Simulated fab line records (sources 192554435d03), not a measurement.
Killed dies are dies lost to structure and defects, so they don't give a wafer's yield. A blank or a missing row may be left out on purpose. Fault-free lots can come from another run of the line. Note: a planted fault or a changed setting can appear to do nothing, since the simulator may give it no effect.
Problem report, 8D (eight disciplines) form, completed by code / flow n5Finfet / the parts of the form that need people (team, actions taken, sign-off) are left out

== 1. WHAT IS WRONG ==
Wafers without a fault read 14, standard deviation 5.3; killed_at_M4_up at N5_PASSIVATION_PROBE_49 reads a mean of 332 on 6 wafers belonging to 2 lots. That puts it +60 standard deviations away from the usual mean.
Seen first at day 18 05:21 on prober-01, wafer L761.2. At this step, 15 wafers from 5 lots have a number in the record. The rule behind "out" and "out of limits": a value lying over 4 standard deviations away from the usual mean. The other wafers with a number count as sound.

== 2. WHAT THIS IS AND IS NOT ==
question=which readings at this step; is=killed_at_M4_up, defectLimitedYield, killedDies, killedOnRim, sort_bin_5_function, sort_bin_6_memory, sortNPass, sortYieldPct; is not=killed_at_M0_to_M3, killedAtFrontEnd, killedAtOther, killedOpen, killedShort, sort_bin_4_leakage
question=which lots; is=L761, L762; is not=L750, L754, L756
question=which wafers of those lots; is=all that have a number; is not=-
question=read on which tools; is=prober-01; is not=prober-02
question=when; is=from day 18 05:21; is not=up to then (9 sound wafers)

== 3. WHAT RULES OUT EACH SUSPECT ==
Counting: a tool stays on the suspect list if, at a process step up to the reading, it processed all lots that are out and no sound lot following the first of them.
- ecdCu-02 at N5_BEOL_M8_ECD_50 (material Cu, target thk 300 nm): kept. It ran every lot that is out, first L761 (day 15 15:16), and no sound lot after that; its last sound lot up to then is L756 (day 13 19:04).
- prober-01 at N5_PASSIVATION_PROBE_49: kept. It ran every lot that is out, first L761 (day 18 05:21), and no sound lot after that; its last sound lot up to then is L750 (day 14 23:25). Its own defectLimitedYield, killed_at_M4_up, killedDies, killedOnRim, sort_bin_5_function, sort_bin_6_memory, sortNPass, sortYieldPct readings are out on those wafers.
Left after counting: ecdCu-02 at N5_BEOL_M8_ECD_50, prober-01 at N5_PASSIVATION_PROBE_49.

== 4. THE CAUSE (what the simulator had put in) ==
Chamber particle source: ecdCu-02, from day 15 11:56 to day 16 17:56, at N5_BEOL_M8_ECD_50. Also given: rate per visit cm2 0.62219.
Of the 2 suspects that counting leaves, this tool is one.

== 5. THE EFFECT CHAIN, in route order ==
Rows list readings where the struck wafers' mean (over those with a number) sits beyond 3 standard deviations from the usual. Only readings for which the record gives a usual standard deviation are gone through. hours: the time from each lot's start at the first step in this table that gives one to its start at this step, as a median over the lots. sigmas: the change in usual standard deviations.
hours=0; step=N5_PASSIVATION_PROBE_49; reading=defectLimitedYield; usual=91.0 %; on struck wafers=65.7; change=-25.3; sigmas=-16
hours=0; step=N5_PASSIVATION_PROBE_49; reading=killed_at_M4_up; usual=14; on struck wafers=332; change=+318; sigmas=+60
hours=0; step=N5_PASSIVATION_PROBE_49; reading=killedDies; usual=106; on struck wafers=405; change=+299; sigmas=+16
hours=0; step=N5_PASSIVATION_PROBE_49; reading=killedOnRim; usual=14; on struck wafers=54; change=+40; sigmas=+10
hours=0; step=N5_PASSIVATION_PROBE_49; reading=sort_bin_5_function; usual=5.3 %; on struck wafers=21.2; change=+15.9; sigmas=+16
hours=0; step=N5_PASSIVATION_PROBE_49; reading=sort_bin_6_memory; usual=3.3 %; on struck wafers=11.1; change=+7.8; sigmas=+9.7
hours=0; step=N5_PASSIVATION_PROBE_49; reading=sortNPass; usual=1073; on struck wafers=775; change=-298; sigmas=-16
hours=0; step=N5_PASSIVATION_PROBE_49; reading=sortYieldPct; usual=91.0 %; on struck wafers=65.7; change=-25.3; sigmas=-16
Its process steps:
- N5_PASSIVATION_PROBE_49

== 6. HOW IT WOULD HAVE BEEN CAUGHT EARLIER ==
In this record no reading fell out of limits until day 18 05:21, 65 hours after the fault had begun at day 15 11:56.
All the lots that are out (2) had begun N5_BEOL_M8_ECD_50 on ecdCu-02 by day 18 05:21. Had the tool been put on hold then, not one of them would have been saved.
